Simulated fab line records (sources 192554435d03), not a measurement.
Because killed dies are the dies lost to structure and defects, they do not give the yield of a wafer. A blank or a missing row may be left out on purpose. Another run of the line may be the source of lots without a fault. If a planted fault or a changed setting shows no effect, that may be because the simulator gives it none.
A lot that was struck, set against a sound lot | flow n5 finfet | 16 steps out of a route of 1938
Sound: the wafers L504.1, L504.5, L504.6. Struck: wafer L521.5; the same lot's L521.4 was not struck, so it is left out; see the end for the cause.
Order at every step that has rows: each side's tool, ch and its chambers, its first start. Under that, the readings that differ: sound wafers | struck wafers | difference of the means | sigmas: that difference in standard deviations of wafers without a fault.
alike: words and numbers the same on both sides, and readings whose means are apart by under 2 such deviations; not compared: readings that were withheld, readings missing a value for some wafer, numbers with overlapping values and no deviation given by the record, and bounds like >300 which may hide the same value.
The two part at a step that has a row with sigmas, a row that says differs or no value, or rows on one side only. Numbers that don't overlap but have no deviation are shown without sigmas and don't part them. A reading missing from all wafers of one side parts the sides only when that side holds two or more wafers.

first, 5 steps without rows for these wafers: N5_BEOL_M0_CUTY_EBR_52; N5_BEOL_M0_CUTY_SOFTBAKE_53 (time 60 s); N5_BEOL_M0_CUTY_EXPOSE_54 (exposes mask M0 ABLK); N5_BEOL_M0_CUTY_PEB_55 (peb time 60 s); N5_BEOL_M0_CUTY_DEVELOP_56 (develop time 30 s).
N5_BEOL_M0_CUTY_CD_MEAS_57: the cd target is 200 nm.
  sound on cd sem-01 ch 0, day 6 12:32; struck on cd sem-01 ch 0, day 11 02:42
  alike: cd nm
N5_BEOL_M0_CUTY_OVL_MEAS_58:
  sound on overlay-01 ch 0, day 6 12:34; struck on overlay-01 ch 0, day 11 02:44
  alike: M0_ABLK_OVL
N5_BEOL_M0_CUTY_INSPECT_59: inspects for defects (macro).
  struck on defect inspect-01, day 11 02:45; sound on defect inspect-02, day 6 12:36
  alike: raw defect count
N5_BEOL_M0_CUTY_DESCUM_61: chemistry O2, time 7.9 s.
  sound on rie diel-02 ch 0,3, day 6 12:38; struck on rie diel-01 ch 2, day 11 02:52
  alike: chamber pressure mTorr, drypump motor current A, oes product au, rf vpp V, showerhead plenum p Torr, throttle valve pct
  not compared: rf hours counter h
N5_BEOL_M0_CUTY_ETCH_62: etches SiARC in CF4, time 58.5 s.
  sound on rie diel-02 ch 0,3, day 6 12:40; struck on rie diel-01 ch 2, day 11 02:54
  alike: chamber pressure mTorr, drypump motor current A, etch rf on time s, oes product au, rf vpp V, showerhead plenum p Torr, throttle valve pct
  not compared: rf hours counter h
N5_BEOL_M0_CUTY_ETCH_63: etches SOC in N2/H2, target depth 82.7 nm, overetch 16.5 nm, time 124 s.
  sound on rie diel-02 ch 0,3, day 6 12:43; struck on rie diel-01 ch 2, day 11 02:56
  alike: chamber pressure mTorr, drypump motor current A, oes product au, rf vpp V, showerhead plenum p Torr, throttle valve pct
  not compared: rf hours counter h
then, 1 step without rows for these wafers: N5_BEOL_M0_CUTY_STRIP_64 (strips in N2/H2).
N5_BEOL_M0_ETCH_138: etches SiCN in CH3F/O2, target depth 12 nm, time 31.6 s.
  sound on rie diel-02 ch 0,3, day 6 12:50; struck on rie diel-01 ch 2, day 11 03:04
  reading               | sound          | struck | difference | sigmas
  etch rf on time s (s) | 27.8 29.1 28.8 | 39.0   | +10.4      | +11
  alike: chamber pressure mTorr, drypump motor current A, oes product au, rf vpp V, showerhead plenum p Torr, throttle valve pct
  not compared: rf hours counter h
N5_BEOL_M0_HM_OPEN_105: chemistry Cl2/BCl3, target TiN, target depth 12 nm.
  sound on rie metal-02 ch 0,1, day 6 12:56; struck on rie metal-01 ch 0, day 11 03:18
  alike: chamber pressure mTorr, drypump motor current A, oes_ar_750_au, oes product au, throttle valve pct
  not compared: rf hours counter h
-- the record jumps here: 2 days lie between the struck wafers' starts before and after (it left off in module BEOL_M0 and takes up again in module BEOL_M4, whose first step shown is number 1111 of the route) --
N5_BEOL_M4_RC_MEAS_101:
  sound on prober-02 ch 0, day 8 13:46; struck on prober-02 ch 0, day 13 06:56
  reading        | sound          | struck | difference | sigmas
  IOFF_P (nA/um) | 0.22 0.24 0.26 | 0.17   | -0.07      | -2
  ION_P (uA/um)  | 470 480 477    | 449    | -27        | -3
  SS_N (mV/dec)  | 71.1 71.0 70.8 | 72.3   | +1.3       | +2
  VT_P (mV)      | -248 -249 -245 | -260   | -13        | -4
  alike: DIBL_N, DIBL_P, IOFF_N, ION_N, SS_P, VT_N
next, for these wafers, 1 step has no rows: N5_PASSIVATION_PROBE_49.

WHERE THEY PART
Last at N5_BEOL_M4_RC_MEAS_101 as far as this record goes, first at N5_BEOL_M0_ETCH_138.

WHY: whatever the simulator had introduced
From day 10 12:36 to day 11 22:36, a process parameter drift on rie diel-01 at N5_BEOL_M0_ETCH_138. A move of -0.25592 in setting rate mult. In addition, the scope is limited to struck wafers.
